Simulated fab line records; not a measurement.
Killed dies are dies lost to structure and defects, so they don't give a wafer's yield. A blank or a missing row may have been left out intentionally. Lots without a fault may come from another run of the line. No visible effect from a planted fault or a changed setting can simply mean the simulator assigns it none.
fab line records -- flow n5-finfet
record lots=7, wafers=19, last-day=17
route steps=1938 shown BEOL_M4@1111 BEOL_M5@1132 PASSIVATION@1936
lots untouched by any fault: they come from a run of this same line in which no faults occurred
start-h: the number of hours between the record's first day and the start of the first shown wafer of the lot -- wait-h: hours since the lot's step before -- " unchanged from the row above -- L1.1+2: a single row standing in for several wafers -- - value missing, or start not given -- * or withheld: withheld -- < > ~ a bound
route shown NAME@n: a module of which the file shows steps, and the number in the route of the first -- usual: mean and standard deviation over wafers with no fault -- same: alike in all rows -- chamber/n: place in a boat -- sites: the reading at each site -- _std_site: the values' standard deviation -- _edge_site: mean of outer sites minus mean of inner sites -- radius-mm: for every site, how far away it sits from the centre of the wafer -- mask NAME#n: copy n -- behind: the most recent tool/chamber to have shaped the wafer -- hold: the reason the lot was held/the length of the hold in hours/how it ended -- device: the n, p or np transistor that did not switch -- end of line: tests run on the same wafers once the route is complete -- where a step has no rows: the recipe by itself -- killed: not the wafer's yield, but the dies lost to structure and defects at the first sort -- map: shows each die of a wafer: x if killed, . if not, _ if none is there
set.NAME: the run value of the setting; set.NAME@STEP: its run value at that earlier step -- model.NAME: the simulator's own value behind a step, which no gauge read
the route's steps for a sample of lots (tables are steps, rows are wafers)
services: when a tool's chamber went out of use (start-h, in hours from the record's first day, below 0 if earlier), for how many hours, and the reason
## steps
# step N5_BEOL_M4_RC_MEAS_101
# usual DIBL_N=37.5/2, DIBL_P=37.5/2.5, IOFF_N=0.18/0.042, IOFF_P=0.24/0.046, ION_N=677/15, ION_P=464/9.5, SS_N=72.0/0.76, SS_P=73.6/0.79, VT_N=249/3.5, VT_P=-249/3.2
lot.wafer,tool,chamber,start-h,wait-h,DIBL_N[mV/V],DIBL_P[mV/V],IOFF_N[nA/um],IOFF_P[nA/um],ION_N[uA/um],ION_P[uA/um],SS_N[mV/dec],SS_P[mV/dec],VT_N[mV],VT_P[mV]
L629.2,prober-01,0,173.71,0.2,34.7,34.3,0.14,0.18,698,476,71.2,72.8,254,-251
L629.4,prober-01,0,173.71,0.2,38.8,37.2,0.21,0.21,670,459,73.5,73.6,247,-253
L630.2,prober-01,0,181.31,0.2,36.9,37.5,0.16,0.20,657,451,72.8,73.8,251,-256
L630.3,prober-01,0,181.31,0.2,37.5,39.2,0.18,0.23,670,455,72.1,74.4,249,-250
L631.1,prober-02,0,182.55,0.0,36.5,34.2,0.13,0.21,670,468,71.2,73.3,254,-247
L631.4,prober-02,0,182.55,0.0,37.0,36.7,0.15,0.26,658,464,71.2,73.5,250,-248
L631.6,prober-02,0,182.55,0.0,39.3,37.7,0.18,0.26,680,470,72.3,73.6,247,-245
L644.1,prober-01,0,266.78,0.0,37.0,37.8,0.19,0.24,702,482,72.2,73.1,250,-248
L644.2,prober-01,0,266.78,0.0,34.2,33.9,0.13,0.19,650,451,71.8,72.7,252,-251
L644.6,prober-01,0,266.78,0.0,37.5,38.3,0.19,0.25,671,465,72.0,74.7,248,-247
L647.2,prober-01,0,290.64,0.2,34.4,32.8,0.13,0.20,667,465,71.4,72.4,251,-249
L647.3,prober-01,0,290.64,0.2,42.0,42.2,0.33,0.38,704,485,73.0,74.2,238,-242
L647.5,prober-01,0,290.64,0.2,38.8,37.2,0.20,0.25,686,470,72.1,74.1,248,-247
L649.2,prober-01,0,305.41,0.2,39.4,39.4,0.22,0.25,683,457,72.8,74.8,244,-249
L649.3,prober-01,0,305.41,0.2,34.4,34.4,0.12,0.18,672,465,71.4,73.1,251,-254
L649.6,prober-01,0,305.41,0.2,39.7,40.4,0.23,0.28,697,474,72.3,74.5,241,-249
L650.1,prober-02,0,307.06,0.0,37.1,36.8,0.19,0.20,668,454,72.8,73.0,248,-253
L650.3,prober-02,0,307.06,0.0,35.2,35.5,0.13,0.18,659,452,71.5,73.1,251,-253
L650.6,prober-02,0,307.06,0.0,38.5,38.6,0.20,0.23,673,457,72.3,74.2,248,-249
# step N5_BEOL_M5_ETCH_62
# recipe chemistry=N2/H2, target=SOC, target-depth-a=750, overetch-a=150, mask-material=SiARC, temp-c=40, time-s=112.5, ion-energy-ev=200, pressure-mtorr=30, source-w=840, bias-w=150, n2-flow-sccm=200, h2-flow-sccm=200
# usual drypump-motor-current-A=5.7/0.35, oes-product-au=0.60/0.062, rf-vpp-V=523.6/2.4, showerhead-plenum-p-Torr=2.53/0.082, throttle-valve-pct=17.86/0.29
lot.wafer,tool,chamber,start-h,wait-h,drypump-motor-current-A,oes-product-au,rf-hours-counter-h,rf-vpp-V,showerhead-plenum-p-Torr,throttle-valve-pct
L629.2,rie-diel-01,3,176.21,0.0,5.5,0.59,169,523.7,2.53,17.87
L629.4,rie-diel-01,2,176.21,0.0,6.3,0.61,148,520.0,2.46,18.01
L630.2,rie-diel-03,1,183.98,0.0,6.3,0.60,169,526.3,2.64,18.17
L630.3,rie-diel-03,3,183.98,0.0,5.7,0.58,192,519.0,2.39,17.66
L631.1,rie-diel-02,1,186.76,0.0,5.8,0.73,24,521.8,2.48,17.50
L631.4,rie-diel-02,3,186.76,0.0,5.4,0.64,91,524.2,2.55,17.39
L631.6,rie-diel-02,2,186.76,0.0,5.1,0.55,-,523.0,2.52,17.99
L644.1,rie-diel-01,3,270.91,0.0,5.4,0.57,201,522.1,2.52,17.92
L644.2,rie-diel-01,1,270.91,0.0,5.5,0.56,221,521.8,2.50,17.97
L644.6,rie-diel-01,1,270.91,0.0,5.5,0.56,-,522.6,2.50,17.98
L647.2,rie-diel-02,1,294.77,0.0,5.8,0.67,61,522.4,2.47,17.57
L647.3,rie-diel-02,0,294.77,0.0,6.2,0.55,236,522.4,2.53,18.58
L647.5,rie-diel-02,2,294.77,0.0,5.1,0.52,-,522.1,2.51,18.05
L649.2,rie-diel-03,1,310.20,0.0,6.3,0.58,202,525.9,2.62,18.22
L649.3,rie-diel-03,3,310.20,0.0,5.7,0.56,229,519.7,2.38,17.70
L649.6,rie-diel-03,3,310.20,0.0,5.7,0.56,-,522.1,2.38,17.69
L650.1,rie-diel-03,3,311.10,0.0,5.8,0.55,229,518.1,2.38,17.70
L650.3,rie-diel-03,1,311.10,0.0,6.3,0.58,203,526.1,2.62,18.22
L650.6,rie-diel-03,0,311.10,0.0,5.7,0.56,-,526.5,2.62,17.88
# step N5_BEOL_M5_HM_OPEN_17
# recipe chemistry=Cl2/BCl3, target-depth-a=200, overetch-a=60, target=TiN, mask-material=SOC, ion-energy-ev=150, pressure-mtorr=10, icp-w=1000, bias-w=126, Cl2_flow_sccm=53.25, bcl3-flow-sccm=21.75, Ar_flow_sccm=25
# usual drypump-motor-current-A=5.6/0.57, mfc-cl2-sccm=53.27/0.15, oes-product-au=0.66/0.082, throttle-valve-pct=22.03/0.23
lot.wafer,tool,chamber,start-h,wait-h,drypump-motor-current-A,mfc-cl2-sccm,oes-product-au,rf-hours-counter-h,throttle-valve-pct
L629.2,rie-metal-03,0,176.37,0.0,5.8,53.27,0.58,94,22.04
L629.4,rie-metal-03,0,176.37,0.0,5.8,53.46,0.58,-,22.03
L630.2,rie-metal-03,1,184.15,0.0,4.9,53.15,0.76,7,22.22
L630.3,rie-metal-03,0,184.15,0.0,5.8,53.15,0.59,-,22.03
L631.1,rie-metal-03,0,186.93,0.0,5.8,53.25,0.58,95,22.04
L631.4,rie-metal-03,1,186.93,0.0,4.8,53.19,0.69,-,22.37
L631.6,rie-metal-03,0,186.93,0.0,5.8,53.07,0.58,-,22.04
L644.1,rie-metal-01,1,271.07,0.0,6.1,53.50,0.61,58,21.76
L644.2,rie-metal-01,0,271.07,0.0,5.2,53.26,0.65,48,22.35
L644.6,rie-metal-01,1,271.07,0.0,6.2,53.57,0.62,-,21.76
L647.2,rie-metal-03,1,294.94,0.0,4.9,53.30,0.72,17,22.27
L647.3,rie-metal-03,1,294.94,0.0,4.9,53.39,0.73,-,22.23
L647.5,rie-metal-03,1,294.94,0.0,4.8,53.22,0.72,-,22.26
L649.2,rie-metal-03,1,310.37,0.0,4.8,53.28,0.71,18,22.27
L649.3,rie-metal-03,0,310.37,0.0,5.8,53.22,0.56,-,22.08
L649.6,rie-metal-03,1,310.37,0.0,4.9,53.14,0.72,-,22.26
L650.1,rie-metal-03,1,311.27,0.0,4.8,53.54,0.72,18,22.28
L650.3,rie-metal-03,1,311.27,0.0,4.8,53.45,0.71,-,22.26
L650.6,rie-metal-03,1,311.27,0.0,4.8,53.54,0.71,-,22.25
# step N5_BEOL_M5_INSPECT_30
# recipe mode=adi, inspect-instrument=brightfield
# usual raw-defect-count=407/99
lot.wafer,tool,chamber,start-h,wait-h,raw-defect-count
L629.2,defect-inspect-02,-,176.96,0.0,330
L629.4,defect-inspect-02,-,176.96,0.0,451
L630.2,defect-inspect-02,-,185.96,0.0,449
L630.3,defect-inspect-02,-,185.96,0.0,643
L631.1,defect-inspect-01,-,188.38,0.1,371
L631.4,defect-inspect-01,-,188.38,0.1,284
L631.6,defect-inspect-01,-,188.38,0.1,331
L644.1,defect-inspect-02,-,272.43,0.1,320
L644.2,defect-inspect-02,-,272.43,0.1,314
L644.6,defect-inspect-02,-,272.43,0.1,344
L647.2,defect-inspect-01,-,295.52,0.0,417
L647.3,defect-inspect-01,-,295.52,0.0,670
L647.5,defect-inspect-01,-,295.52,0.0,500
L649.2,defect-inspect-02,-,311.31,0.0,602
L649.3,defect-inspect-02,-,311.31,0.0,436
L649.6,defect-inspect-02,-,311.31,0.0,339
L650.1,defect-inspect-01,-,313.16,0.1,281
L650.3,defect-inspect-01,-,313.16,0.1,357
L650.6,defect-inspect-01,-,313.16,0.1,433
# step N5_BEOL_M5_ETCH_67
# recipe chemistry=CF4, target=SiARC, target-depth-a=156, mask-material=CAR-EUV, time-s=26, ion-energy-ev=80, pressure-mtorr=40, source-w=545, bias-w=36, Ar_flow_sccm=100, cf4-flow-sccm=100, ends=cleared
# usual cf4-flow-sccm=99.98/0.28, drypump-motor-current-A=5.7/0.38, etch-rf-on-time-s=26.0/1.1, oes-product-au=0.65/0.075, rf-vpp-V=183.9/1.2, showerhead-plenum-p-Torr=2.13/0.058, throttle-valve-pct=15.72/0.27
lot.wafer,tool,chamber,start-h,wait-h,cf4-flow-sccm,drypump-motor-current-A,etch-rf-on-time-s,oes-product-au,rf-hours-counter-h,rf-vpp-V,showerhead-plenum-p-Torr,throttle-valve-pct
L629.2,rie-diel-02,2,177.04,0.0,99.48,5.1,25.2,0.60,196,183.2,2.11,15.82
L629.4,rie-diel-02,0,177.04,0.0,99.76,6.2,26.3,0.62,197,184.6,2.15,16.08
L630.2,rie-diel-02,2,186.34,0.0,99.96,5.2,25.1,0.60,198,184.7,2.11,15.82
L630.3,rie-diel-02,3,186.34,0.0,100.38,5.3,26.6,0.68,91,184.5,2.14,15.12
L631.1,rie-diel-01,1,188.81,0.0,99.72,5.5,25.2,0.64,189,184.6,2.14,15.89
L631.4,rie-diel-01,2,188.81,0.0,100.07,6.3,26.2,0.66,152,183.3,2.06,15.63
L631.6,rie-diel-01,1,188.81,0.0,99.77,5.5,25.1,0.64,-,183.4,2.14,15.87
L644.1,rie-diel-01,1,272.91,0.0,100.27,5.5,24.9,0.61,223,183.4,2.13,15.95
L644.2,rie-diel-01,3,272.91,0.0,99.66,5.4,28.6,0.58,203,183.5,2.13,15.80
L644.6,rie-diel-01,2,272.91,0.0,99.86,6.3,25.7,0.64,-,183.2,2.05,15.69
L647.2,rie-diel-02,3,295.61,0.0,100.23,5.4,26.5,0.66,123,183.3,2.13,15.22
L647.3,rie-diel-02,0,295.61,0.0,100.12,6.3,26.5,0.60,236,183.9,2.14,16.15
L647.5,rie-diel-02,2,295.61,0.0,100.08,5.1,25.7,0.58,-,184.3,2.10,15.90
L649.2,rie-diel-03,2,311.40,0.0,99.79,6.0,24.8,0.80,29,185.0,2.25,15.54
L649.3,rie-diel-03,1,311.40,0.0,99.72,6.3,26.1,0.62,203,183.4,2.22,16.05
L649.6,rie-diel-03,0,311.40,0.0,99.80,5.7,27.2,0.59,-,183.2,2.19,15.72
L650.1,rie-diel-01,0,313.51,0.0,100.02,5.7,24.5,0.85,6,183.2,2.11,15.12
L650.3,rie-diel-01,2,313.51,0.0,99.54,6.3,26.1,0.62,199,183.5,2.04,15.72
L650.6,rie-diel-01,3,313.51,0.0,100.03,5.4,28.4,0.57,-,184.0,2.13,15.85
# step N5_BEOL_M5_VIA_ETCH_34
# recipe chemistry=C4F6/O2, target=SiCOH_lowk, target-depth-a=883, mask-material=SOC, taper-deg=4, time-s=39.2, ion-energy-ev=250, pressure-mtorr=30, source-w=345, bias-w=185, Ar_flow_sccm=300, C4F6_flow_sccm=10, O2_flow_sccm=10
# usual C4F6_flow_sccm=10.00/0.03, O2_flow_sccm=9.999/0.027, drypump-motor-current-A=5.7/0.38, oes-product-au=0.76/0.086, rf-vpp-V=667/22, showerhead-plenum-p-Torr=2.83/0.083, throttle-valve-pct=21.0/0.31
lot.wafer,tool,chamber,start-h,wait-h,C4F6_flow_sccm,O2_flow_sccm,drypump-motor-current-A,oes-product-au,rf-hours-counter-h,rf-vpp-V,showerhead-plenum-p-Torr,throttle-valve-pct
L629.2,rie-diel-02,2,177.17,0.0,10.04,9.994,5.2,0.70,196,671,2.81,21.0
L629.4,rie-diel-02,0,177.17,0.0,10.00,9.980,6.3,0.72,197,634,2.86,21.4
L630.2,rie-diel-02,2,186.47,0.0,10.00,9.997,5.1,0.69,198,671,2.81,21.0
L630.3,rie-diel-02,3,186.47,0.0,10.00,9.965,5.4,0.81,91,670,2.87,20.5
L631.1,rie-diel-01,1,188.94,0.0,9.98,10.012,5.5,0.73,189,638,2.87,21.3
L631.4,rie-diel-01,2,188.94,0.0,9.95,10.015,6.3,0.31,152,694,2.71,20.6
L631.6,rie-diel-01,1,188.94,0.0,9.98,10.006,5.5,0.73,-,639,2.87,21.3
L644.1,rie-diel-01,1,273.04,0.0,10.05,10.003,5.5,0.71,223,638,2.86,21.3
L644.2,rie-diel-01,3,273.04,0.0,10.03,10.003,5.4,0.70,203,675,2.84,21.0
L644.6,rie-diel-01,2,273.04,0.0,10.05,9.980,6.3,0.74,-,696,2.69,20.8
L647.2,rie-diel-02,3,295.73,0.0,10.06,9.984,5.3,0.77,123,670,2.86,20.6
L647.3,rie-diel-02,0,295.73,0.0,9.99,10.017,6.3,0.70,236,633,2.84,21.5
L647.5,rie-diel-02,2,295.73,0.0,9.98,10.002,5.1,0.68,-,669,2.79,21.0
L649.2,rie-diel-03,2,311.52,0.0,9.97,9.940,6.0,0.93,29,669,2.99,20.9
L649.3,rie-diel-03,1,311.52,0.0,9.96,10.015,6.2,0.73,203,674,2.94,21.3
L649.6,rie-diel-03,0,311.52,0.0,9.99,9.998,5.7,0.69,-,699,2.90,20.9
L650.1,rie-diel-01,0,313.64,0.0,10.04,10.006,5.7,0.98,6,689,2.79,20.3
L650.3,rie-diel-01,2,313.64,0.0,9.94,9.984,6.3,0.73,199,695,2.69,20.8
L650.6,rie-diel-01,3,313.64,0.0,9.93,9.956,5.4,0.68,-,674,2.83,21.1
# step N5_BEOL_M5_OCD_MEAS_38
# usual trench-depth-nm=71.4/1.9
lot.wafer,tool,chamber,start-h,wait-h,trench-depth-nm
L629.2,ocd-01,-,177.41,-,73.6
L629.4,ocd-01,-,177.41,-,70.3
L630.2,ocd-02,-,186.71,-,72.0
L630.3,ocd-02,-,186.71,-,71.1
L631.1,ocd-02,-,189.18,-,72.2
L631.4,ocd-02,-,189.18,-,3.5
L631.6,ocd-02,-,189.18,-,72.2
L644.1,ocd-01,-,273.28,-,72.5
L644.2,ocd-01,-,273.28,-,68.3
L644.6,ocd-01,-,273.28,-,72.6
L647.2,ocd-01,-,295.97,-,71.1
L647.3,ocd-01,-,295.97,-,70.7
L647.5,ocd-01,-,295.97,-,72.6
L649.2,ocd-02,-,311.76,-,73.5
L649.3,ocd-02,-,311.76,-,70.7
L649.6,ocd-02,-,311.76,-,69.0
L650.1,ocd-02,-,313.88,-,75.9
L650.3,ocd-02,-,313.88,-,71.1
L650.6,ocd-02,-,313.88,-,67.5
# step N5_BEOL_M5_CD_MEAS_35
# recipe target-cd-nm=28, target-cd-y-nm=24, polarity=opening
# usual cd-nm=28.2/0.38
lot.wafer,tool,chamber,start-h,wait-h,cd-nm
L629.2,cd-sem-02,-,177.57,0.0,28.5
L629.4,cd-sem-02,-,177.57,0.0,28.0
L630.2,cd-sem-02,-,186.87,0.0,28.1
L630.3,cd-sem-02,-,186.87,0.0,28.1
L631.1,cd-sem-01,-,189.33,0.0,27.2
L631.4,cd-sem-01,-,189.33,0.0,-
L631.6,cd-sem-01,-,189.33,0.0,27.8
L644.1,cd-sem-03,-,273.43,0.0,28.2
L644.2,cd-sem-03,-,273.43,0.0,28.5
L644.6,cd-sem-03,-,273.43,0.0,28.3
L647.2,cd-sem-02,-,296.13,0.0,28.0
L647.3,cd-sem-02,-,296.13,0.0,28.2
L647.5,cd-sem-02,-,296.13,0.0,28.4
L649.2,cd-sem-03,-,311.92,0.0,28.1
L649.3,cd-sem-03,-,311.92,0.0,28.7
L649.6,cd-sem-03,-,311.92,0.0,28.0
L650.1,cd-sem-03,-,314.03,0.0,28.0
L650.3,cd-sem-03,-,314.03,0.0,27.7
L650.6,cd-sem-03,-,314.03,0.0,28.6
# step N5_BEOL_M5_THK_MEAS_53
# recipe thk-meas-gauge=xrf, reads=Cu_of_BEOL_M5_ECD_50
# usual M5_THK=62.0/2.2
lot.wafer,tool,chamber,start-h,wait-h,M5_THK[nm]
L629.2,film-metro-01,-,185.51,-,62.6
L629.4,film-metro-01,-,185.51,-,62.0
L630.2,film-metro-01,-,193.36,0.2,64.7
L630.3,film-metro-01,-,193.36,0.2,61.2
L631.1,film-metro-01,-,195.87,-,60.1
L631.4,film-metro-01,-,195.87,-,-
L631.6,film-metro-01,-,195.87,-,61.4
L644.1,film-metro-02,-,279.95,-,60.4
L644.2,film-metro-02,-,279.95,-,60.8
L644.6,film-metro-02,-,279.95,-,64.9
L647.2,film-metro-01,-,302.25,-,60.4
L647.3,film-metro-01,-,302.25,-,61.1
L647.5,film-metro-01,-,302.25,-,61.7
L649.2,film-metro-01,-,319.53,-,64.0
L649.3,film-metro-01,-,319.53,-,62.7
L649.6,film-metro-01,-,319.53,-,62.2
L650.1,film-metro-01,-,322.56,0.2,65.1
L650.3,film-metro-01,-,322.56,0.2,62.6
L650.6,film-metro-01,-,322.56,0.2,57.4
# step N5_PASSIVATION_PROBE_49
# usual defect-limited-yield=91.8/1.5, killed_at_M0_to_M3=33/11, killed_at_M4_up=13/5, killed-at-contacts=11/5.6, killed-at-front-end=36/12, killed-at-other=3.4/2.5, killed-dies=97/18, killed-on-rim=12/4.2, killed-open=64/13, killed-short=31/6.9, sort_bin_4_leakage=0.01/0.048, sort_bin_5_function=4.8/1, sort_bin_6_memory=3.1/0.64, sort_bin_8_speed=0.00/0.014, sort-n-pass=1083/18, sort-yield-pct=91.8/1.5
# same gross-dies=1180, killed-at-back-side=0
lot.wafer,tool,chamber,start-h,wait-h,defect-limited-yield[%],killed_at_M0_to_M3,killed_at_M4_up,killed-at-contacts,killed-at-front-end,killed-at-other,killed-dies,killed-on-rim,killed-open,killed-short,sort_bin_4_leakage[%],sort_bin_5_function[%],sort_bin_6_memory[%],sort_bin_8_speed[%],sort-n-pass,sort-yield-pct[%]
L631.1,prober-01,-,289.89,0.0,91.7,37,2,10,46,3,98,20,68,30,0,4.0,4.1,0,1082,91.7
L631.4,prober-01,-,290.04,0.2,3.2,27,1056,13,45,1,1142,145,62,34,0,93.6,2.8,0,38,3.2
L631.6,prober-01,-,290.14,0.3,93.5,24,5,13,33,2,77,8,50,26,0,4.0,2.5,0,1103,93.5
# killed by level:class
L631.1 FIN_SAQP:geometric-particle:open=15 BEOL_M1:geometric-particle:open=10 FIN_SAQP:geometric-particle:short=8 MOL_CONTACT_COAG:geometric-particle:open=8 BEOL_M3:geometric-particle:open=8 STI_FIN_REVEAL:geometric-particle:open=5 BEOL_M0_SAQP:geometric-particle:open=5 BEOL_M0_SAQP:geometric-particle:short=5
L631.4 BEOL_M5:area-open=1046 MOL_CONTACT_COAG:geometric-particle:open=13 FIN_SAQP:geometric-particle:open=10 GATE_CUT:geometric-particle:short=8 STI_FIN_REVEAL:geometric-particle:open=6 BEOL_M0_SAQP:geometric-particle:short=6 BEOL_M0_SAQP:geometric-particle:open=6 BEOL_M2:geometric-particle:open=6
L631.6 MOL_CONTACT_COAG:geometric-particle:open=11 BEOL_M0_SAQP:geometric-particle:short=8 FIN_SAQP:geometric-particle:short=7 FIN_SAQP:geometric-particle:open=6 BEOL_M0_SAQP:geometric-particle:open=6 GATE_CUT:geometric-particle:open=5 BEOL_M3:geometric-particle:open=4 STI_FIN_REVEAL:geometric-particle:open=3
## services
tool,chamber,start-h,hours,kind
rie-diel-01,3,176.74,8.3,repair
rie-diel-03,2,181.29,-,clean
rie-diel-03,2,181.29,-,consumable-replace:focus-ring
rie-diel-03,2,181.29,-,consumable-replace:showerhead
rie-diel-03,2,181.29,19.7,scheduled-down
rie-diel-03,2,181.29,19.7,vent-cycle
rie-diel-03,-,234.90,15.6,pm
rie-metal-01,0,255.82,10.7,repair
rie-diel-01,0,270.83,-,clean
rie-diel-01,0,270.83,-,consumable-replace:focus-ring
rie-diel-01,0,270.83,24.0,scheduled-down
rie-diel-01,0,270.83,24.0,vent-cycle
rie-diel-01,-,300.50,2.8,pm
rie-metal-01,0,313.18,11.0,repair
## key
first-sign step=N5_BEOL_M5_VIA_ETCH_34, reading=oes-product-au, direction=down, sigmas=5.1, usual=0.76, struck=0.31
effect step=N5_BEOL_M5_OCD_MEAS_38, reading=trench-depth-nm, direction=down, sigmas=37, usual=71.4, struck=3.5
effect step=N5_BEOL_M5_CD_MEAS_35, reading=cd-nm, direction=missing
effect step=N5_BEOL_M5_THK_MEAS_53, reading=M5_THK, direction=missing
effect step=N5_PASSIVATION_PROBE_49, reading=killed_at_M4_up, direction=up, sigmas=99+, usual=13, struck=1056
more-kills-born-at N5_BEOL_M5_HM_OPEN_17@rie-metal-03=1046
met-at N5_BEOL_M5_HM_OPEN_17
struck-lots L631
struck-wafers L631.4
later-rows-left-out L631.4
not-acting-at N5_BEOL_M5_ETCH_62,N5_BEOL_M5_INSPECT_30,N5_BEOL_M5_ETCH_67
onset-between 184.15 186.93
fault kind=process-parameter-drift, tool=rie-metal-03, chamber=-, onset-h=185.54, steps=N5_BEOL_M5_HM_OPEN_17, channel=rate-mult, offset=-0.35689, shape=step, end-h=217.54, scope=struck-wafers-only
# later-rows-left-out: the simulator's readings of these wafers behind a module that went badly wrong aren't trusted and aren't shown, but for the sort
